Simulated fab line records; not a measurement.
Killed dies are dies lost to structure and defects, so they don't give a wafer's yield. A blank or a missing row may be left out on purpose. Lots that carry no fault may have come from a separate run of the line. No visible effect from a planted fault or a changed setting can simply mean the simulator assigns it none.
fab line records -- flow nand_harc
[record] lots = 5, wafers = 15, last_day = 24
route steps=1159 shown A_BONDPAD@1068 HYBRID_BOND@1094 THIN_TSV@1101 END@1159
lots that met no fault: from a run of the same line without faults
start_h: hours from the record's opening day to when the first of the lot's shown wafers began -- wait_h: time in hours since the lot's previous step -- " unchanged from the row above -- L1.1+2: several wafers, shown together as one row -- - either no value or no given start -- * or withheld: withheld -- < > ~ a bound
route shown NAME@n: NAME is a module with steps in the file, n the number in the route of the first one -- usual: mean/standard deviation of fault-free wafers -- same: alike in all rows -- chamber/n: place in a boat -- sites: each site's reading -- _std_site: the values' standard deviation -- _edge_site: inner sites' mean taken away from outer sites' mean -- radius_mm: how far each site lies from the wafer's centre -- mask NAME#n: copy n -- behind: the last tool/chamber to shape the wafer -- hold: why the lot went on hold/how many hours it stayed there/how the hold came to an end -- device: names the non-switching transistor (n, p or np) -- end of line: the tests these same wafers got at the end of their route -- a step given without rows: its recipe and nothing more -- killed: not the wafer's yield, but the dies lost to structure and defects at the first sort -- map: a wafer's dies, marking killed ones x, the rest . and places with no die _
set.NAME: setting as actually run; set.NAME@STEP: the setting as run at that earlier step -- model.NAME: the simulator's own value behind a step, which no gauge read
a table for each step, a row for each wafer; lots at some steps of the route
services: from which hour (start_h, from the record's first day; less than 0 if before it) a tool's chamber was out of use, for how many hours, and why
[[steps]]
[step NHARC_A_BONDPAD_EBR_05]
[step NHARC_A_BONDPAD_EXPOSE_06]
[recipe] na = 0.55, dose_mj = 36.99, mask_id = A_BPAD
[step NHARC_A_BONDPAD_PEB_07]
[recipe] peb_temp_c = 128, peb_time_s = 80
[step NHARC_A_BONDPAD_DEVELOP_08]
[recipe] time_s = 50, dev_temp_c = 22
[step NHARC_A_BONDPAD_CD_MEAS_09]
[recipe] target_cd_nm = 500, landing_energy_ev = 500
[usual] cd_nm = 499.8/1.7
lot.wafer,tool,chamber,start_h,wait_h,cd_nm
L662.1,cd_sem-02,0,410.96,-,501.4
L662.3,cd_sem-02,0,410.96,-,501.8
L662.5,cd_sem-02,0,410.96,-,501.7
L665.1,cd_sem-02,0,426.41,-,501.6
L665.5,cd_sem-02,0,426.41,-,503.4
L665.6,cd_sem-02,0,426.41,-,501.5
L675.1,cd_sem-02,0,476.15,-,499.0
L675.3,cd_sem-02,0,476.15,-,498.8
L675.6,cd_sem-02,0,476.15,-,498.2
L683.1,cd_sem-03,0,545.65,-,497.0
L683.3,cd_sem-03,0,545.65,-,497.7
L683.4,cd_sem-03,0,545.65,-,499.2
L684.2,cd_sem-01,0,549.95,-,499.9
L684.4,cd_sem-01,0,549.95,-,499.2
L684.6,cd_sem-01,0,549.95,-,499.2
[step NHARC_A_BONDPAD_OVL_MEAS_35]
[usual] overlay_x_nm = 0/6.4, overlay_y_nm = -1/5.3
lot.wafer,tool,chamber,start_h,wait_h,overlay_x_nm,overlay_y_nm
L662.1,overlay-02,-,411.05,-,3,-1
L662.3,overlay-02,-,411.05,-,3,-1
L662.5,overlay-02,-,411.05,-,3,-1
L665.1,overlay-02,-,426.52,-,-13,4
L665.5,overlay-02,-,426.52,-,-14,3
L665.6,overlay-02,-,426.52,-,-14,5
L675.1,overlay-01,-,476.24,-,-5,6
L675.3,overlay-01,-,476.24,-,-5,5
L675.6,overlay-01,-,476.24,-,-5,6
L683.1,overlay-01,-,545.73,-,12,1
L683.3,overlay-01,-,545.73,-,12,0
L683.4,overlay-01,-,545.73,-,12,0
L684.2,overlay-01,-,550.05,-,3,-2
L684.4,overlay-01,-,550.05,-,3,-3
L684.6,overlay-01,-,550.05,-,3,-3
[step NHARC_A_BONDPAD_HARDBAKE_10]
[recipe] temp_c = 118, time_s = 65
[step NHARC_A_BONDPAD_DESCUM_11]
[recipe] time_s = 3, o2_flow_sccm = 200, ar_flow_sccm = 0, bias_power_w = 0, chemistry = O2
[usual] drypump_motor_current_A = 5.80/0.16, mfc_ar_sccm = 0.005/0.0084, oes_product_au = 1.003/0.0082, rf_vpp_V = 57.9/0.92, showerhead_plenum_p_Torr = 1.93/0.099, throttle_valve_pct = 11.310/0.0088
lot.wafer,tool,chamber,start_h,wait_h,drypump_motor_current_A,mfc_ar_sccm,oes_product_au,rf_hours_counter_h,rf_vpp_V,showerhead_plenum_p_Torr,throttle_valve_pct
L662.1,rie_diel-06,2,411.18,-,5.73,0,0.990,6,57.4,1.84,11.318
L662.3,rie_diel-06,3,411.18,-,5.95,0,1.005,6,58.0,1.99,11.304
L662.5,rie_diel-06,1,411.18,-,5.90,0.020,1.008,-,58.6,2.04,11.305
L665.1,rie_diel-03,1,426.65,-,5.78,0.026,1.005,6,57.3,2.03,11.307
L665.6,rie_diel-03,3,426.65,-,6.05,0,1.004,-,59.7,1.95,11.324
L665.5,rie_diel-03,2,426.65,-,5.75,0,1.006,-,58.8,1.94,11.316
L675.1,rie_diel-06,1,476.37,-,5.91,0.020,1.012,2,57.6,2.04,11.317
L675.3,rie_diel-06,3,476.37,-,5.95,0,1.011,2,58.1,1.99,11.305
L675.6,rie_diel-06,1,476.37,-,5.92,0.020,1.016,-,58.3,2.04,11.322
L683.1,rie_diel-06,0,545.86,-,5.66,0,1.020,4,57.3,1.79,11.319
L683.4,rie_diel-06,2,545.86,-,5.72,0,1.009,4,58.7,1.84,11.298
L683.3,rie_diel-06,3,545.86,-,5.95,0,1.016,4,58.0,1.98,11.297
L684.2,rie_diel-06,0,550.17,-,5.65,0,1.000,4,57.8,1.79,11.316
L684.4,rie_diel-06,2,550.17,-,5.69,0,0.999,4,57.2,1.84,11.318
L684.6,rie_diel-06,0,550.17,-,5.64,0,1.005,-,56.4,1.79,11.304
[step NHARC_A_BONDPAD_ETCH_34]
[recipe] target_depth_a = 600, overetch_a = 180, time_s = 65.91, ion_energy_ev = 200, n2_flow_sccm = 150, h2_flow_sccm = 150, ar_flow_sccm = 0, rf_w = 400, bias_w = 150, chemistry = N2/H2
[usual] drypump_motor_current_A = 5.81/0.16, mfc_ar_sccm = 0.005/0.0083, oes_product_au = 1.003/0.0066, rf_vpp_V = 431/3.1, showerhead_plenum_p_Torr = 2.05/0.11, throttle_valve_pct = 14.171/0.009
lot.wafer,tool,chamber,start_h,wait_h,drypump_motor_current_A,mfc_ar_sccm,oes_product_au,rf_hours_counter_h,rf_vpp_V,showerhead_plenum_p_Torr,throttle_valve_pct
L662.3,rie_diel-06,2,411.26,0.1,5.67,0,0.982,6,427,1.96,14.172
L662.1,rie_diel-06,3,411.26,0.1,5.97,0,1.000,6,432,2.12,14.170
L662.5,rie_diel-06,2,411.26,0.1,5.72,0,0.989,-,429,1.96,14.161
L665.1,rie_diel-03,2,426.84,0.2,5.71,0,0.997,3,431,2.07,14.167
L665.6,rie_diel-03,3,426.84,0.2,6.06,0,1.008,-,432,2.08,14.153
L665.5,rie_diel-03,1,426.84,0.2,5.78,0.026,1.010,-,434,2.17,14.164
L675.3,rie_diel-06,1,476.45,0.1,5.90,0.020,1.009,2,434,2.18,14.185
L675.1,rie_diel-06,2,476.45,0.1,5.70,0,0.992,2,428,1.96,14.157
L675.6,rie_diel-06,1,476.45,0.1,5.90,0.020,1.007,-,435,2.18,14.177
L683.4,rie_diel-06,2,545.95,0.1,5.69,0,0.995,4,427,1.96,14.170
L683.1,rie_diel-06,3,545.95,0.1,5.94,0,1.008,4,434,2.12,14.165
L683.3,rie_diel-06,0,545.95,0.1,5.66,0,1.006,4,427,1.91,14.168
L684.2,rie_diel-06,3,550.26,0.1,5.98,0,1.005,4,432,2.12,14.175
L684.4,rie_diel-06,2,550.26,0.1,5.71,0,1.000,4,427,1.96,14.174
L684.6,rie_diel-06,0,550.26,0.1,5.66,0,0.998,-,426,1.91,14.173
[step NHARC_A_BONDPAD_ETCH_12]
[recipe] target_depth_a = 2200, time_s = 110, chf3_flow_sccm = 50, o2_flow_sccm = 10, ar_flow_sccm = 200, rf_w = 500, bias_w = 200, chemistry = CHF3/O2
[step NHARC_A_BONDPAD_CD_MEAS_13]
[usual] cd_nm = 499.5/1.7
lot.wafer,tool,chamber,start_h,wait_h,cd_nm
L662.1,cd_sem-02,-,411.48,-,501.5
L662.3,cd_sem-02,-,411.48,-,502.3
L662.5,cd_sem-02,-,411.48,-,501.5
L665.1,cd_sem-02,-,427.09,-,501.9
L665.5,cd_sem-02,-,427.09,-,502.8
L665.6,cd_sem-02,-,427.09,-,500.6
L675.1,cd_sem-03,-,476.68,-,498.3
L675.3,cd_sem-03,-,476.68,-,498.4
L675.6,cd_sem-03,-,476.68,-,497.1
L683.1,cd_sem-03,-,546.18,-,497.1
L683.3,cd_sem-03,-,546.18,-,497.8
L683.4,cd_sem-03,-,546.18,-,498.9
L684.2,cd_sem-02,-,550.49,-,498.8
L684.4,cd_sem-02,-,550.49,-,499.3
L684.6,cd_sem-02,-,550.49,-,499.9
[step NHARC_A_BONDPAD_STRIP_15]
[recipe] o2_flow_sccm = 500, ar_flow_sccm = 0, bias_w = 0, chemistry = O2
[step NHARC_A_BONDPAD_ETCH_24]
[recipe] target_depth_a = 300, over_etch_frac = 0.3, time_s = 72.99, ion_energy_ev = 150, cf4_flow_sccm = 50, n2_flow_sccm = 100, ar_flow_sccm = 150, rf_w = 300, bias_w = 100, chemistry = CF4/N2
[usual] drypump_motor_current_A = 5.78/0.2, mfc_ar_sccm = 150.1/0.48, oes_product_au = 1.003/0.0084, rf_vpp_V = 314.6/2.2, showerhead_plenum_p_Torr = 2.65/0.12, throttle_valve_pct = 19.795/0.01
lot.wafer,tool,chamber,start_h,wait_h,drypump_motor_current_A,mfc_ar_sccm,oes_product_au,rf_hours_counter_h,rf_vpp_V,showerhead_plenum_p_Torr,throttle_valve_pct
L662.3,rie_diel-06,1,411.72,-,5.93,150.4,1.004,6,317.7,2.80,19.796
L662.1,rie_diel-06,2,411.72,-,5.71,150.9,0.994,6,312.1,2.53,19.801
L662.5,rie_diel-06,0,411.72,-,5.68,149.6,1.011,-,311.3,2.47,19.802
L665.1,rie_diel-10,0,427.34,-,5.32,150.7,0.995,14,316.2,2.76,19.794
L665.5,rie_diel-10,1,427.34,-,5.66,150.4,1.002,-,311.6,2.61,19.791
L665.6,rie_diel-10,2,427.34,-,6.01,149.9,0.997,-,314.1,2.70,19.791
L675.3,rie_diel-06,2,476.93,-,5.76,149.7,0.990,2,311.9,2.53,19.791
L675.1,rie_diel-06,0,476.93,-,5.66,149.3,1.008,2,311.2,2.47,19.775
L675.6,rie_diel-06,3,476.93,-,5.97,150.8,1.006,-,316.1,2.72,19.796
L683.1,rie_diel-03,3,546.42,-,6.05,149.2,1.009,52,315.9,2.66,19.783
L683.3,rie_diel-03,0,546.42,-,5.47,149.8,1.020,53,314.8,2.63,19.786
L683.4,rie_diel-03,1,546.42,-,5.79,150.3,1.017,55,315.6,2.76,19.793
L684.2,rie_diel-10,3,550.72,-,5.90,150.8,0.996,1,316.0,2.77,19.797
L684.4,rie_diel-10,1,550.72,-,5.64,150.2,1.006,2,313.4,2.60,19.802
L684.6,rie_diel-10,3,550.72,-,5.90,150.4,0.996,-,317.8,2.77,19.804
[step NHARC_A_BONDPAD_STRIP_16]
[recipe] time_s = 600, temp_c = 30, chemistry = post_etch_residue_remover
[step NHARC_A_BONDPAD_DEGAS_25]
[recipe] temp_c = 300, time_s = 60
[step NHARC_A_BONDPAD_PRE_CLEAN_26]
[recipe] time_s = 30, temp_c = 280, gas = H2/He
[usual] heater_power_w = 414/44
lot.wafer,tool,chamber,start_h,wait_h,heater_power_w
L662.3,pvd_sputter-01,-,-,-,395
L662.1,pvd_sputter-01,-,-,-,466
L662.5,pvd_sputter-01,-,-,-,372
L665.1,pvd_sputter-02,-,-,-,472
L665.5,pvd_sputter-02,-,-,-,421
L665.6,pvd_sputter-02,-,-,-,475
L675.3,pvd_sputter-03,-,-,-,347
L675.1,pvd_sputter-03,-,-,-,457
L675.6,pvd_sputter-03,-,-,-,346
L683.3,pvd_sputter-02,-,-,-,431
L683.1,pvd_sputter-02,-,-,-,369
L683.4,pvd_sputter-02,-,-,-,336
L684.4,pvd_sputter-03,-,-,-,448
L684.2,pvd_sputter-03,-,-,-,419
L684.6,pvd_sputter-03,-,-,-,436
[step NHARC_A_BONDPAD_PVD_17]
[recipe] target_thk_a = 50, bias_v = 168.6, power_w = 15000, chamber_pressure_pa = 0.12, time_s = 8.06, substrate_temp_c = 50, material = TaN
[usual] substrate_temp_c = 49.99/0.13, throttle_valve_pct = 29.7/0.98
lot.wafer,tool,chamber,start_h,wait_h,substrate_temp_c,throttle_valve_pct
L662.1,pvd_sputter-01,-,-,-,50.08,29.9
L662.3,pvd_sputter-01,-,-,-,49.96,29.8
L662.5,pvd_sputter-01,-,-,-,49.82,29.9
L665.1,pvd_sputter-02,-,-,-,49.99,30.1
L665.6,pvd_sputter-02,-,-,-,50.07,30.2
L665.5,pvd_sputter-02,-,-,-,50.04,28.2
L675.3,pvd_sputter-03,-,-,-,49.76,29.4
L675.1,pvd_sputter-03,-,-,-,50.17,29.2
L675.6,pvd_sputter-03,-,-,-,50.05,27.9
L683.4,pvd_sputter-02,-,-,-,50.04,28.3
L683.1,pvd_sputter-02,-,-,-,50.21,31.1
L683.3,pvd_sputter-02,-,-,-,49.91,30.2
L684.2,pvd_sputter-03,-,-,-,49.98,30.0
L684.4,pvd_sputter-03,-,-,-,50.03,28.0
L684.6,pvd_sputter-03,-,-,-,49.82,29.8
[step NHARC_A_BONDPAD_PVD_27]
[recipe] target_thk_a = 300, chamber_pressure_pa = 5, power_w = 5000, substrate_temp_c = 30, time_s = 20.49, material = Cu
[step NHARC_A_BONDPAD_ECD_18]
[recipe] target_thk_a = 4000, bath_temp_c = 25, material = Cu
[step NHARC_A_BONDPAD_ANNEAL_28]
[recipe] temp_c = 225, time_s = 90
[step NHARC_A_BONDPAD_CMP_19]
[recipe] t_overpolish_s = 30, cu_recess_touch_s = 16, target_thk_nm = 169.8
[step NHARC_A_BONDPAD_THK_MEAS_20]
[recipe] thk_meas_gauge = xrf
[usual] thk_nm = 170.0/1.5
lot.wafer,tool,chamber,start_h,wait_h,thk_nm
L662.1,film_metro-01,-,413.53,-,171.2
L662.3,film_metro-01,-,413.53,-,170.7
L662.5,film_metro-01,-,413.53,-,171.5
L665.1,film_metro-01,-,429.16,-,171.8
L665.5,film_metro-01,-,429.16,-,169.4
L665.6,film_metro-01,-,429.16,-,167.7
L675.1,film_metro-01,-,478.74,-,170.0
L675.3,film_metro-01,-,478.74,-,173.0
L675.6,film_metro-01,-,478.74,-,169.2
L683.1,film_metro-02,-,548.22,-,168.9
L683.3,film_metro-02,-,548.22,-,169.8
L683.4,film_metro-02,-,548.22,-,172.4
L684.2,film_metro-02,-,552.58,-,169.3
L684.4,film_metro-02,-,552.58,-,169.2
L684.6,film_metro-02,-,552.58,-,168.0
[step NHARC_A_BONDPAD_SRD_21]
[recipe] time_s = 30, temp_c = 23, dry_time_s = 20, spin_rpm = 1500
[step NHARC_HYBRID_BOND_ACTIVATE_00]
[recipe] time_s = 60, n2_flow_sccm = 200, ar_flow_sccm = 0, bias_power_w = 0, chemistry = N2
[step NHARC_HYBRID_BOND_PRECLEAN_01]
[recipe] time_s = 300, temp_c = 23, chemistry = DIW
[step NHARC_HYBRID_BOND_SRD_02]
[recipe] time_s = 30, temp_c = 23, dry_time_s = 20, spin_rpm = 1500
[step NHARC_HYBRID_BOND_BOND_03]
[recipe] temp_c = 25
[step NHARC_HYBRID_BOND_ANNEAL_04]
[recipe] temp_c = 300, time_s = 7200, ramp_up_c_per_min = 5, ramp_down_c_per_min = 3, idle_temp_c = 100, pressure_atm = 1
[step NHARC_HYBRID_BOND_OVL_MEAS_05]
[usual] overlay_x_nm = -1/33, overlay_y_nm = 2/32
lot.wafer,tool,chamber,start_h,wait_h,overlay_x_nm,overlay_y_nm
L662.1,overlay-02,-,421.59,0.4,0,-15
L662.3,overlay-02,-,421.59,0.4,-40,-6
L662.5,overlay-02,-,421.59,0.4,24,48
L665.1,overlay-01,-,440.83,0.4,-50,-22
L665.5,overlay-01,-,440.83,0.4,16,36
L665.6,overlay-01,-,440.83,0.4,1,12
L675.1,overlay-01,-,486.39,0.4,-20,-20
L675.3,overlay-01,-,486.39,0.4,28,-19
L675.6,overlay-01,-,486.39,0.4,19,-22
L683.1,overlay-02,-,556.21,0.4,-35,12
L683.3,overlay-02,-,556.21,0.4,28,-40
L683.4,overlay-02,-,556.21,0.4,36,-2
L684.2,overlay-02,-,562.64,0.4,-13,-6
L684.4,overlay-02,-,562.64,0.4,-54,10
L684.6,overlay-02,-,562.64,0.4,-26,15
[step NHARC_THIN_TSV_GRIND_00]
[recipe] target_thk_um = 6
[usual] motor_current_A = 12.001/0.021
lot.wafer,tool,chamber,start_h,wait_h,motor_current_A
L662.1,grinder-01,0,423.01,1.4,12.007
L662.3,grinder-01,0,423.01,1.4,11.996
L662.5,grinder-01,0,423.01,1.4,12.020
L665.1,grinder-01,0,441.03,0.1,11.990
L665.5,grinder-01,0,441.03,0.1,11.989
L665.6,grinder-01,0,441.03,0.1,11.978
L675.1,grinder-01,0,488.99,2.5,11.932
L675.3,grinder-01,0,488.99,2.5,12.004
L675.6,grinder-01,0,488.99,2.5,12.011
L683.1,grinder-01,0,557.60,1.3,12.013
L683.3,grinder-01,0,557.60,1.3,12.027
L683.4,grinder-01,0,557.60,1.3,11.998
L684.2,grinder-01,0,563.05,0.3,12.011
L684.4,grinder-01,0,563.05,0.3,11.979
L684.6,grinder-01,0,563.05,0.3,12.044
[step NHARC_THIN_TSV_CMP_01]
[recipe] target_thk_um = 3
[step NHARC_THIN_TSV_THK_MEAS_02]
[recipe] thk_meas_gauge = ir
[usual] thk_nm = 2981/210
lot.wafer,tool,chamber,start_h,wait_h,thk_nm
L662.1,film_metro-01,-,424.49,-,3052
L662.3,film_metro-01,-,424.49,-,3194
L662.5,film_metro-01,-,424.49,-,3262
L665.1,film_metro-01,-,442.52,-,3464
L665.5,film_metro-01,-,442.52,-,3051
L665.6,film_metro-01,-,442.52,-,3139
L675.1,film_metro-02,-,490.50,0.2,3058
L675.3,film_metro-02,-,490.50,0.2,3343
L675.6,film_metro-02,-,490.50,0.2,3183
L683.1,film_metro-01,-,559.07,-,2835
L683.3,film_metro-01,-,559.07,-,2999
L683.4,film_metro-01,-,559.07,-,2751
L684.2,film_metro-02,-,564.35,0.2,3244
L684.4,film_metro-02,-,564.35,0.2,3086
L684.6,film_metro-02,-,564.35,0.2,3163
[step NHARC_THIN_TSV_SRD_03]
[step NHARC_THIN_TSV_PRECLEAN_41]
[recipe] time_s = *, temp_c = 50, bath_age_min = 0, chemistry = SC1
[step NHARC_THIN_TSV_SRD_42]
[step NHARC_THIN_TSV_DEP_43]
[recipe] target_thk_a = 13285, temp_c = withheld, pressure_torr = 6.5, rf_w = 900, teos_flow_sccm = 161.4, flow_sccm = 2650, target_thk_nm = 1328.5, gas = O2, material = SiO2
[step NHARC_THIN_TSV_DEHYDRATE_04]
[recipe] temp_c = 150, time_s = 120
[step NHARC_THIN_TSV_HMDS_05]
[recipe] time_s = 30
[step NHARC_END_SORT_01]
[recipe] temp_c = 25
[usual] defect_limited_yield = 95.3/1.7, killed_at_array = 28/12, killed_at_other = 0.8/1.1, killed_at_periphery = 3.6/2.3, killed_dies = 32/12, killed_open = 3.4/1.9, killed_short = 2.0/1.3, sort_bin_2_pct = 1.4/0.61, sort_bin_3_pct = 0.26/0.22, sort_bin_4_pct = 3.0/1.2, sort_n_pass = 645/12, sort_rim_yield_pct = 95.8/2.9, sort_yield_pct = 95.3/1.7
[same] gross_dies = 677, sort_bin_5_pct[%] = 0, sort_bin_6_pct[%] = 0, sort_bin_7_pct[%] = 0, sort_bin_8_pct[%] = 0, sort_rim_n_gross = 106.00
lot.wafer,tool,chamber,start_h,wait_h,defect_limited_yield[%],killed_at_array,killed_at_other,killed_at_periphery,killed_dies,killed_open,killed_short,sort_bin_2_pct[%],sort_bin_3_pct[%],sort_bin_4_pct[%],sort_n_pass,sort_rim_yield_pct[%],sort_yield_pct[%]
L675.3,prober-01,0,505.64,3.1,79.5,135,0,4,139,3,1,9.0,5.47,6.1,538,93.4,79.5
// killed by level:class
L675.3 A_BONDPAD:unspecified=103 A_CHANNEL_HOLE_D1:chamber_film_flake=13 A_SLIT:chamber_film_flake=7 A_CONTACT:chamber_film_flake=5 A_STAIRCASE:chamber_film_flake=4 P_M1:chamber_film_flake=3 P_CONTACT:geometric_particle:open=1 A_ONON_D1:geometric_particle:open=1
// map L675.3 (x killed, . not)
____________.____________
_________......._________
_______..........._______
______.............______
_____..............._____
____.................____
____.................____
___....xx.xx...x......___
___..x..x.xx.x........___
__....x..xxxx...x......__
__......xxxxxxxx.......__
_.....xxxxxxxxx........._
_......xxxxxxxx........._
_......xxxxxxxx........x_
_......xxxxxxxxx........_
_.....xxxxxxxxx.......xx_
.....xxxxxxxxxx.........x
.....x.xxxxxxxx......xx.x
.......xxxxxxxx....x.x..x
.......x.xxxxxxxx..x...x.
........x.xxx......x...xx
_.....x....x.x.x.......x_
_..........x.xxx.x......_
_..............x........_
_..............xx......._
_...................x..._
__.....................__
__.................x...__
___...................___
___...................___
____.................____
____.............xx..____
_____..............._____
______.............______
_______..........._______
_________......._________
____________.____________
// map L662.3 (x killed, . not)
____________.____________
_________......._________
_______.x........._______
______.............______
_____........x......_____
____.................____
____.................____
___.x.................___
___...................___
__......x..............__
__.....................__
_...............x......._
_......................._
_................x......_
_......................._
_.....x................._
....................x....
................x........
...................x.....
..................x......
................x..x.....
_...................xx.._
_..................x...._
_...............x.xx.x.._
_........x.........x...._
_......................._
__.....................__
__.....................__
___...................___
___...................___
____.................____
____.................____
_____..............._____
______.............______
_______..........._______
_________.....x._________
____________.____________
[[services]]
tool,chamber,start_h,hours,kind
pvd_sputter-02,-,392.02,10.0,pm
rie_diel-03,-,392.30,9.0,pm
pvd_sputter-03,-,393.57,0.7,repair
rie_diel-06,0,397.28,-,clean
rie_diel-06,1,397.28,-,clean
rie_diel-06,2,397.28,-,clean
rie_diel-06,3,397.28,-,clean
rie_diel-06,-,418.20,9.0,pm
rie_diel-06,0,418.20,9.0,vent_cycle
rie_diel-06,1,418.20,9.0,vent_cycle
rie_diel-06,2,418.20,9.0,vent_cycle
rie_diel-06,3,418.20,9.0,vent_cycle
pvd_sputter-03,-,420.85,6.7,repair
rie_diel-03,0,424.32,3.2,repair
rie_diel-06,0,427.20,-,clean
pvd_sputter-01,-,428.68,8.1,repair
grinder-01,-,444.93,0.2,repair
rie_diel-03,3,446.94,8.8,repair
pvd_sputter-03,-,458.00,10.0,pm
rie_diel-06,1,477.61,9.3,repair
rie_diel-10,2,490.97,14.2,repair
pvd_sputter-01,-,514.02,10.0,pm
rie_diel-10,-,530.58,9.0,pm
pvd_sputter-01,-,545.14,1.0,repair
[[key]]
[first_sign] step = NHARC_END_SORT_01, reading = defect_limited_yield, direction = down, sigmas = 9.3, usual = 95.3, struck = 79.5
[effect] step = NHARC_END_SORT_01, reading = killed_dies, direction = up, sigmas = 9.3, usual = 32, struck = 139
[more_kills_born_at] NHARC_A_BONDPAD_ETCH_24@rie_diel-06 = 103
met_at NHARC_A_BONDPAD_ETCH_24
struck_wafers L675.3
onset_between 411.72 476.93
[fault] kind = chamber_particle_source, tool = rie_diel-06, chamber = 2, onset_h = 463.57, steps = NHARC_A_BONDPAD_ETCH_24, rate_per_visit_cm2 = 1.6404, end_h = 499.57
